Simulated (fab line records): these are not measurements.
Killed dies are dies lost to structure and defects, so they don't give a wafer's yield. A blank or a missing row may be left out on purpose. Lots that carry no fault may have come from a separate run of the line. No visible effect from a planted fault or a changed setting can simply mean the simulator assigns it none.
Split-lot study	flow n5-finfet	21 wafers read across 7 lots, on a route 1938 steps long

ABOUT THE SPLIT
At N5_BEOL_M11_PECVD_70 (deposits SiO2 from TEOS/O2, target thk 20 nm, time 22.7 s), the setting time-s was moved away from the recipe's 22.7 s on 6 of the 21 wafers read, by -5.4% to +6.8%. All remaining wafers had this setting at the recipe value.

FROM THE SPLIT TO THE READING: what the file shows between them, 4 steps
- N5_BEOL_M11_COAT_59: time 60 s, resist thk 100 nm (also split here: temp-c)
- N5_BEOL_M11_COAT_60: time 60 s, resist thk 30 nm
- N5_BEOL_M11_COAT_05: resist thk 90 nm
- N5_BEOL_M11_STRIP_77: strips in N2/H2, time 10 s

THE READING
SiO2_of_BEOL_M11_PECVD_70.thk-nm (the simulator's own value, which no gauge read), in nm, at N5_BEOL_M11_HM_STRIP_39 (strips TiN in peroxide tin strip, target depth 25 nm, time 158 s). No usual value for it is given in the file. The 15 wafers here that ran the recipe average 20.0 nm, standard deviation 0.21 nm.

wafer	tool, chamber at the split	time-s as run, s	against the recipe	SiO2_of_BEOL_M11_PECVD_70.thk-nm, nm	against lot-mates on the recipe
L075.1	pecvd-01, 2,0	22.7	recipe	19.8	-
L075.3	pecvd-01, 2,0	22.7	recipe	19.8	-
L075.6	pecvd-01, 0	22.7	recipe	20.2	-
L082.2	pecvd-04, 1	22.7	recipe	19.6	-
L082.4	pecvd-04, 0	22.7	recipe	20	-
L082.6	pecvd-04, 2	22.7	recipe	19.8	-
L080.1	pecvd-01, 0	23.77	+4.7%	20.6	+0.5
L080.2	pecvd-01, 1	22.7	recipe	20	-
L080.4	pecvd-01, 0	22.7	recipe	20.2	-
L091.2	pecvd-02, 1	21.47	-5.4%	19	-1.3
L091.3	pecvd-02, 0	22.7	recipe	20.2	-
L091.4	pecvd-02, 2	22.7	recipe	20.4	-
L097.1	pecvd-01, 1	22.7	recipe	20	-
L097.2	pecvd-01, 2	24.24	+6.8%	21.2	+1.2
L097.3	pecvd-01, 0	24.24	+6.8%	21.2	+1.2
L095.2	pecvd-01, 1	22.7	recipe	20	-
L095.3	pecvd-01, 2,1	22.7	recipe	20.2	-
L095.4	pecvd-01, 2,1	22.7	recipe	20.2	-
L096.1	pecvd-01, 2	22.7	recipe	19.8	-
L096.4	pecvd-01, 0	23.67	+4.3%	20.8	+1.0
L096.5	pecvd-01, 1	23.67	+4.3%	21	+1.2
If several chambers appear in one row, that row covers several wafers at once and the file leaves open which wafer was in which chamber.

FIT RESULTS
A straight line over all 21 wafers: SiO2_of_BEOL_M11_PECVD_70.thk-nm changes by +0.178 nm for each +1% of time-s; r = +0.93; the points scatter about the line by 0.2 nm.
The same after taking each lot's own level away (the mean of its wafers on the recipe; 21 wafers): +0.197 nm for each +1%; r = +0.95; scatter 0.19 nm.
That fit puts the effect of the largest move of time-s on the reading at 1.3 nm.
From 19.80 to 20.30 nm: that is the span of the lots' own levels, equal to 2.4 times the standard deviation above.
The two slopes are in agreement: the lot-to-lot level therefore moves the slope only a little.
Check: +1.36 nm against its lot-mates is what the line predicts for one of the wafers moved furthest among these (+6.8%) when that wafer is left out of the fit. Against them it came out at +1.2 nm.

ADDITIONAL SPLITS CARRIED BY THESE WAFERS
Before the reading, these wafers also passed through other splits. Each is held against what the fit with the lots' levels taken away leaves over:
other split on the same wafers	wafers away from the commonest value	r with SiO2_of_BEOL_M11_PECVD_70.thk-nm (lot level and that fit taken away)
N5_BEOL_M8_EXPOSE_25 dose-mj	7	-0.01
N5_BEOL_M8_VIA_ETCH_34 source-w	9	+0.16
N5_BEOL_M11_COAT_59 temp-c	2	-0.01

THE WHOLE CHAIN: every reading that the file lists as answering this split, in the file's order
step	what it does	reading	change (the file's fit)	r (the file's)
N5_BEOL_M11_PECVD_70	deposits SiO2 from TEOS/O2, target thk 20 nm, time 22.7 s	SiO2_of_BEOL_M11_PECVD_70.thk-nm (the simulator's own value, which no gauge read)	+0.185 nm for each +1% of the setting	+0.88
N5_BEOL_M11_HM_STRIP_39	strips TiN in peroxide tin strip, target depth 25 nm, time 158 s	SiO2_of_BEOL_M11_PECVD_70.thk-nm (the simulator's own value, which no gauge read)	+0.192 nm for each +1% of the setting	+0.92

FILE'S OWN FIT
SiO2_of_BEOL_M11_PECVD_70.thk-nm changes by +0.192 nm for each +1% of time-s, r = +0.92.
